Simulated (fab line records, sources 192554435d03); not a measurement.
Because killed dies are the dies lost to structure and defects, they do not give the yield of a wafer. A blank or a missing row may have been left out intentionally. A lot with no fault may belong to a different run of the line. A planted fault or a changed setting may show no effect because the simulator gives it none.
Matching of chambers + flow n5Finfet + 3 sister chambers for N5_BEOL_M2_PRE_CLEAN_60 on cvdCo-01
The step time 15 s. 3 wafers are shown with their chamber, then 12 later ones without.

== WAFERS WITH THEIR CHAMBER ==
| wafer  | chamber | heaterPowerW (W) |
|--------|---------|------------------|
| L484.6 | 2       | 64               |
| L492.4 | 1       | 98               |
| L492.5 | 0       | 98               |

== WAFERS MISSING THEIR CHAMBER ==
| wafer  | heaterPowerW (W) |
|--------|------------------|
| L493.2 | 98               |
| L493.4 | 67               |
| L493.6 | 97               |
| L494.1 | 64               |
| L494.4 | 65               |
| L494.5 | 102              |
| L495.2 | 66               |
| L495.4 | 96               |
| L495.6 | 63               |
| L496.4 | 66               |
| L496.5 | 98               |
| L496.6 | 100              |

== THE CHAMBER EACH PASSED THROUGH ==
| wafer  | from the rows above     | in truth |
|--------|-------------------------|----------|
| L493.2 | can't be placed: 0 or 1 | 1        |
| L493.4 | 2                       | 2        |
| L493.6 | can't be placed: 0 or 1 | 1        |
| L494.1 | 2                       | 2        |
| L494.4 | 2                       | 2        |
| L494.5 | can't be placed: 0 or 1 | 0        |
| L495.2 | 2                       | 2        |
| L495.4 | can't be placed: 0 or 1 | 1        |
| L495.6 | 2                       | 2        |
| L496.4 | 2                       | 2        |
| L496.5 | can't be placed: 0 or 1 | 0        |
| L496.6 | can't be placed: 0 or 1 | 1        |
6 of 12 placed correctly. From these rows, 6 cannot be placed; in 6 the true chamber is one of the candidates. Placed wrongly: 0.
How it was worked out, from the rows above alone: a wafer's distance from a chamber is the root of the sum, over the readings, of the square of ((its reading less the chamber's mean) divided by the reading's scatter). If the next closest chamber is less than 2 further off than the closest, the wafer can't be placed; otherwise it belongs to the closest. A chamber's mean is the mean of its shown wafers. The scatter: root of mean squared gap, hidden wafer to nearest shown wafer, with one shown wafer a chamber.
